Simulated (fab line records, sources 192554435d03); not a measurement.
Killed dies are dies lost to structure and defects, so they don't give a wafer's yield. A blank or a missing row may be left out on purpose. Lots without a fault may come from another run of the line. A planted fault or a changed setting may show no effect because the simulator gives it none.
Chamber matching | flow n5_finfet | N5_BEOL_M0_SAQP_ETCH_88 on rie_diel-02: 4 sister chambers
The step etches underlayer in N2/H2, target depth 6.5 nm, time 5.2 s. 4 wafers are shown with their chamber, then 11 later ones without.

WAFERS WITH THEIR CHAMBER
wafer  | chamber | showerhead_plenum_p_Torr (Torr)
L080.2 | 2       | 2.66
L086.2 | 1       | 2.58
L086.3 | 0       | 2.58
L090.1 | 3       | 2.72

WAFERS WITHOUT THEIR CHAMBER
wafer  | showerhead_plenum_p_Torr (Torr)
L090.5 | 2.57
L090.6 | 2.58
L093.2 | 2.71
L093.4 | 2.57
L093.6 | 2.58
L076.2 | 2.57
L076.3 | 2.71
L076.5 | 2.71
L096.1 | 2.57
L096.3 | 2.58
L096.4 | 2.71

WHICH CHAMBER EACH WENT THROUGH
wafer  | from the rows above     | in truth
L090.5 | can't be placed: 0 or 1 | 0
L090.6 | can't be placed: 0 or 1 | 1
L093.2 | 3                       | 3
L093.4 | can't be placed: 0 or 1 | 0
L093.6 | can't be placed: 0 or 1 | 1
L076.2 | can't be placed: 0 or 1 | 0
L076.3 | 3                       | 3
L076.5 | 3                       | 3
L096.1 | can't be placed: 0 or 1 | 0
L096.3 | can't be placed: 0 or 1 | 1
L096.4 | 3                       | 3
Placed correctly: 4 of 11. Can't be placed from these rows: 7 (the true chamber is among the candidates in 7). Placed wrongly: 0.
How it was worked out, from the rows above alone: a wafer's distance from a chamber is the root of the sum, over the readings, of the square of ((its reading less the chamber's mean) divided by the reading's scatter). The wafer belongs to the nearest chamber; if the next one is less than 2 further off, it can't be placed. A chamber's mean is the mean of its shown wafers. The scatter: with one shown wafer a chamber, the root of the mean of the squares of how far each hidden wafer lies from its nearest shown one.
